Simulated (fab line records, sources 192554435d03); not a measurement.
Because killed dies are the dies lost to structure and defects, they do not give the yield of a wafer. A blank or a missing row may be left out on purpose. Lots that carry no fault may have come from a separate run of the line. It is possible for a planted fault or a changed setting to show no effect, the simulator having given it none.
Lot-split experiment || flow n5 finfet || 21 wafers read from 7 lots, route of 1938 steps

THE SPLIT ITSELF
At N5_BEOL_M4_EXPOSE_08 (exposes mask M4), the setting dose mj was moved away from the recipe's 41.25 on 9 of the 21 wafers read, by -4.3% to +4.8%. All remaining wafers had this setting at the recipe value.

FROM THE SPLIT TO THE READING: what the file shows between them, 2 steps
- N5_BEOL_M4_PEB_09: peb time 60 s
- N5_BEOL_M4_DEVELOP_10: develop time 30 s

THE READING
cd nm (nm) at N5_BEOL_M4_CD_MEAS_11, where the cd target is 16.79 nm. Typical for fault-free wafers on this fab line: 16.82 nm, with standard deviation 0.24 nm.

{"wafer": "L076.3", "tool, chamber at the split": "euv scanner-01, 0", "dose mj as run": 42.68, "against the recipe": "+3.5%", "cd nm, nm": 17.76, "against lot-mates on the recipe": "+0.70"}
{"wafer": "L076.4", "tool, chamber at the split": "euv scanner-01, 0", "dose mj as run": 42.68, "against the recipe": "+3.5%", "cd nm, nm": 17.60, "against lot-mates on the recipe": "+0.54"}
{"wafer": "L076.6", "tool, chamber at the split": "euv scanner-01, 0", "dose mj as run": 41.25, "against the recipe": "recipe", "cd nm, nm": 17.06, "against lot-mates on the recipe": "-"}
{"wafer": "L077.1", "tool, chamber at the split": "euv scanner-01, 0", "dose mj as run": 41.25, "against the recipe": "recipe", "cd nm, nm": 16.79, "against lot-mates on the recipe": "-"}
{"wafer": "L077.2", "tool, chamber at the split": "euv scanner-01, 0", "dose mj as run": 39.47, "against the recipe": "-4.3%", "cd nm, nm": 16.11, "against lot-mates on the recipe": -0.88}
{"wafer": "L077.5", "tool, chamber at the split": "euv scanner-01, 0", "dose mj as run": 41.25, "against the recipe": "recipe", "cd nm, nm": 17.18, "against lot-mates on the recipe": "-"}
{"wafer": "L085.1", "tool, chamber at the split": "euv scanner-02, 0", "dose mj as run": 42.55, "against the recipe": "+3.2%", "cd nm, nm": 17.12, "against lot-mates on the recipe": "+0.33"}
{"wafer": "L085.4", "tool, chamber at the split": "euv scanner-02, 0", "dose mj as run": 41.25, "against the recipe": "recipe", "cd nm, nm": 16.79, "against lot-mates on the recipe": "-"}
{"wafer": "L085.5", "tool, chamber at the split": "euv scanner-02, 0", "dose mj as run": 42.55, "against the recipe": "+3.2%", "cd nm, nm": 17.43, "against lot-mates on the recipe": "+0.64"}
{"wafer": "L088.1", "tool, chamber at the split": "euv scanner-01, 0", "dose mj as run": 43.25, "against the recipe": "+4.8%", "cd nm, nm": 17.97, "against lot-mates on the recipe": "+1.03"}
{"wafer": "L088.4", "tool, chamber at the split": "euv scanner-01, 0", "dose mj as run": 43.25, "against the recipe": "+4.8%", "cd nm, nm": 17.63, "against lot-mates on the recipe": "+0.69"}
{"wafer": "L088.5", "tool, chamber at the split": "euv scanner-01, 0", "dose mj as run": 41.25, "against the recipe": "recipe", "cd nm, nm": 16.94, "against lot-mates on the recipe": "-"}
{"wafer": "L093.1", "tool, chamber at the split": "euv scanner-01, 0", "dose mj as run": 41.25, "against the recipe": "recipe", "cd nm, nm": 16.75, "against lot-mates on the recipe": "-"}
{"wafer": "L093.3", "tool, chamber at the split": "euv scanner-01, 0", "dose mj as run": 41.25, "against the recipe": "recipe", "cd nm, nm": 16.68, "against lot-mates on the recipe": "-"}
{"wafer": "L093.6", "tool, chamber at the split": "euv scanner-01, 0", "dose mj as run": 41.25, "against the recipe": "recipe", "cd nm, nm": 16.32, "against lot-mates on the recipe": "-"}
{"wafer": "L094.2", "tool, chamber at the split": "euv scanner-01, 0", "dose mj as run": 41.25, "against the recipe": "recipe", "cd nm, nm": 16.53, "against lot-mates on the recipe": "-"}
{"wafer": "L094.5", "tool, chamber at the split": "euv scanner-01, 0", "dose mj as run": 41.25, "against the recipe": "recipe", "cd nm, nm": 16.98, "against lot-mates on the recipe": "-"}
{"wafer": "L094.6", "tool, chamber at the split": "euv scanner-01, 0", "dose mj as run": 41.25, "against the recipe": "recipe", "cd nm, nm": 17.11, "against lot-mates on the recipe": "-"}
{"wafer": "L092.1", "tool, chamber at the split": "euv scanner-02, 0", "dose mj as run": 41.25, "against the recipe": "recipe", "cd nm, nm": 16.34, "against lot-mates on the recipe": "-"}
{"wafer": "L092.2", "tool, chamber at the split": "euv scanner-02, 0", "dose mj as run": 42.91, "against the recipe": "+4.0%", "cd nm, nm": 17.25, "against lot-mates on the recipe": "+0.91"}
{"wafer": "L092.3", "tool, chamber at the split": "euv scanner-02, 0", "dose mj as run": 42.91, "against the recipe": "+4.0%", "cd nm, nm": 17.48, "against lot-mates on the recipe": "+1.14"}

THE FIT
A straight line over all 21 wafers: cd nm changes by +0.185 nm for each +1% of dose mj; r = +0.86; the points scatter about the line by 0.26 nm.
The same after taking each lot's own level away (the mean of its wafers on the recipe; 21 wafers): +0.197 nm for each +1%; r = +0.93; scatter 0.19 nm.
On that fit, the largest move of dose mj shifts the reading by 0.95 nm.
Measured against the standard deviation above, the lots' own levels, which go from 16.340 to 17.060 nm, span 3.0 times it.
The two slopes are in agreement: the lot-to-lot level therefore moves the slope only a little.
Check: with one of the wafers moved furthest among these (+4.8%) left out of the fit, the line predicts +0.93 nm for it against its lot-mates. It came out at +1.03 nm against them.

THESE WAFERS: OTHER SPLITS
Before the reading, these wafers also passed through other splits. Each is held against what the fit with the lots' levels taken away leaves over:
{"other split on the same wafers": "N5_MOL_CONTACT_COAG_ETCH_47 over etch frac", "wafers away from the commonest value": 8, "r with cd nm (lot level and that fit taken away)": "+0.13"}
{"other split on the same wafers": "N5_BEOL_M0_SAQP_SPACER1_ALD_98 temp c", "wafers away from the commonest value": 5, "r with cd nm (lot level and that fit taken away)": -0.06}
{"other split on the same wafers": "N5_BEOL_M0_SAQP_DESCUM_45 time s", "wafers away from the commonest value": 8, "r with cd nm (lot level and that fit taken away)": "+0.15"}
{"other split on the same wafers": "N5_BEOL_M0_CUTY_COAT_50 spin rpm", "wafers away from the commonest value": 5, "r with cd nm (lot level and that fit taken away)": -0.29}
{"other split on the same wafers": "N5_BEOL_M1_ETCH_64 bias w", "wafers away from the commonest value": 12, "r with cd nm (lot level and that fit taken away)": "+0.22"}
{"other split on the same wafers": "N5_BEOL_M1_SPUTTER_86 time s", "wafers away from the commonest value": 7, "r with cd nm (lot level and that fit taken away)": "+0.11"}
{"other split on the same wafers": "N5_BEOL_M3_HM_DEP_02 target thk a", "wafers away from the commonest value": 7, "r with cd nm (lot level and that fit taken away)": "+0.21"}
{"other split on the same wafers": "N5_BEOL_M3_COAT_05 spin rpm", "wafers away from the commonest value": 9, "r with cd nm (lot level and that fit taken away)": "+0.29"}
{"other split on the same wafers": "N5_BEOL_M4_COAT_73 spin rpm", "wafers away from the commonest value": 4, "r with cd nm (lot level and that fit taken away)": "+0.10"}

THE WHOLE CHAIN: every reading that the file lists as answering this split, in the file's order
{"step": "N5_BEOL_M4_CD_MEAS_11", "what it does": "target cd 16.79 nm", "reading": "cd nm", "change (the file's fit)": "+0.196 nm for each +1% of the setting", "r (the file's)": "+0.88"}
{"step": "N5_BEOL_M4_ETCH_74", "what it does": "etches underlayer in N2/H2, target depth 6.5 nm, time 5.2 s", "reading": "BEOL_M4.cd offset nm (the simulator's own value, which no gauge read)", "change (the file's fit)": "+0.214 nm for each +1% of the setting", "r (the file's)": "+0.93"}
{"step": "N5_BEOL_M4_ETCH_63", "what it does": "etches SiARC in CF4, target depth 15.6 nm, time 26 s", "reading": "BEOL_M4.cd offset nm (the simulator's own value, which no gauge read)", "change (the file's fit)": "+0.203 nm for each +1% of the setting", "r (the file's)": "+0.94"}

FILE'S OWN FIT
cd nm changes by +0.196 nm for each +1% of dose mj, r = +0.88.
